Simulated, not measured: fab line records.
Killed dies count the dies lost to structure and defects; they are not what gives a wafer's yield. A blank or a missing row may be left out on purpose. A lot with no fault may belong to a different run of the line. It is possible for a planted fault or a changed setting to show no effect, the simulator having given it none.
Chamber matching || flow n5-finfet || rie-si-01 running N5_FIN_SAQP_FIN_ETCH_36: 4 sister chambers
The step etches the open film in HBr/Cl2/O2, target depth 120 nm, time 50.4 s. 8 wafers are shown with their chamber, then 8 later ones without.

WAFERS PAIRED WITH THEIR CHAMBERS
{"wafer": "L077.4", "chamber": 3, "drypump-motor-current-A (A)": 4.7, "throttle-valve-pct (%)": 36.22}
{"wafer": "L083.2", "chamber": 2, "drypump-motor-current-A (A)": 5.3, "throttle-valve-pct (%)": 35.89}
{"wafer": "L083.3", "chamber": 1, "drypump-motor-current-A (A)": 5.8, "throttle-valve-pct (%)": 35.89}
{"wafer": "L083.6", "chamber": 1, "drypump-motor-current-A (A)": 5.8, "throttle-valve-pct (%)": 35.89}
{"wafer": "L084.2", "chamber": 2, "drypump-motor-current-A (A)": 5.3, "throttle-valve-pct (%)": 35.87}
{"wafer": "L084.3", "chamber": 0, "drypump-motor-current-A (A)": 6.1, "throttle-valve-pct (%)": 36.17}
{"wafer": "L084.4", "chamber": 3, "drypump-motor-current-A (A)": 4.7, "throttle-valve-pct (%)": 36.23}
{"wafer": "L085.1", "chamber": 0, "drypump-motor-current-A (A)": 6.2, "throttle-valve-pct (%)": 36.18}

WAFERS WITHOUT THEIR CHAMBER
{"wafer": "L085.2", "drypump-motor-current-A (A)": 4.7, "throttle-valve-pct (%)": 36.24}
{"wafer": "L085.3", "drypump-motor-current-A (A)": 5.3, "throttle-valve-pct (%)": 35.91}
{"wafer": "L086.4", "drypump-motor-current-A (A)": 4.7, "throttle-valve-pct (%)": 36.24}
{"wafer": "L086.5", "drypump-motor-current-A (A)": 5.7, "throttle-valve-pct (%)": 35.88}
{"wafer": "L086.6", "drypump-motor-current-A (A)": 5.3, "throttle-valve-pct (%)": 35.88}
{"wafer": "L097.1", "drypump-motor-current-A (A)": 4.7, "throttle-valve-pct (%)": 36.23}
{"wafer": "L097.3", "drypump-motor-current-A (A)": 6.1, "throttle-valve-pct (%)": 36.19}
{"wafer": "L097.6", "drypump-motor-current-A (A)": 4.7, "throttle-valve-pct (%)": 36.24}

WHICH CHAMBER EACH WENT THROUGH
{"wafer": "L085.2", "from the rows above": 3, "in truth": 3}
{"wafer": "L085.3", "from the rows above": 2, "in truth": 2}
{"wafer": "L086.4", "from the rows above": 3, "in truth": 3}
{"wafer": "L086.5", "from the rows above": 1, "in truth": 1}
{"wafer": "L086.6", "from the rows above": 2, "in truth": 2}
{"wafer": "L097.1", "from the rows above": 3, "in truth": 3}
{"wafer": "L097.3", "from the rows above": 0, "in truth": 0}
{"wafer": "L097.6", "from the rows above": 3, "in truth": 3}
8 of 8 placed correctly. Left unplaced by these rows: 0. Placed wrongly: 0.
How it was worked out, from the rows above alone: a wafer's distance from a chamber is the root of the sum, over the readings, of the square of ((its reading less the chamber's mean) divided by the reading's scatter). The wafer belongs to the nearest chamber; if the next one is less than 2 further off, it can't be placed. The mean given for a chamber averages the wafers shown for that chamber. The scatter: the root of (the sum of the squares of (reading less its chamber's mean) over the shown wafers, divided by (wafers less chambers)).
